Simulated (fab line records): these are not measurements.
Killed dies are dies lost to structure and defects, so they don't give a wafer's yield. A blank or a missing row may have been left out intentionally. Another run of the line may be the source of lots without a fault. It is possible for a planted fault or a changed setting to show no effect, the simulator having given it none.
Which tool was responsible? :: flow nandHarc :: 18 wafers sampled from 6 lots at 1 step of a route of 1159

WHAT THE GAUGES READ, wafer by wafer
NHARC_P_BONDPAD_THK_MEAS_33: measures by ellipsometry.
lot: L167
measured: day 6 16:57
on: filmMetro-02
thkNm (nm): 199.0 201.9 201.7

lot: L169
measured: day 7 06:52
on: filmMetro-01
thkNm (nm): 199.9 200.9 197.8

lot: L171
measured: day 7 08:13
on: filmMetro-02
thkNm (nm): 200.3 198.9 200.4

lot: L173
measured: day 8 02:29
on: filmMetro-01
thkNm (nm): 200.3 202.7 199.7

lot: L175
measured: day 8 17:20
on: filmMetro-01
thkNm (nm): 202.0 198.4 201.5

lot: L179
measured: day 9 11:32
on: filmMetro-01
thkNm (nm): 200.7 201.1 199.4

TOOL THAT RAN EACH LOT (tool first, then ch and the chambers of the sampled wafers, then the start)
The record holds no process step before these readings.

THE ANSWER, worked out from the rows above alone
Rule: the usual values come from the lots themselves. Put in order of their means at a reading, lots are off if they are a third of the lots or fewer, leave a main group of 4 or more, and stand apart from it by a gap of 3 or more times the standard deviation of the main group's means; of several such gaps the widest counts. Not used: any main group whose means are identical at the precision the tables above print for the reading. A lot without any number at a reading at which 4 lots or more have one is off too. Where the step has rows for the other lots, those lots are counted as sound.
No lot is off on any of the readings shown, so nothing can be concluded from this.

WHAT THE SIMULATOR HAD PUT IN
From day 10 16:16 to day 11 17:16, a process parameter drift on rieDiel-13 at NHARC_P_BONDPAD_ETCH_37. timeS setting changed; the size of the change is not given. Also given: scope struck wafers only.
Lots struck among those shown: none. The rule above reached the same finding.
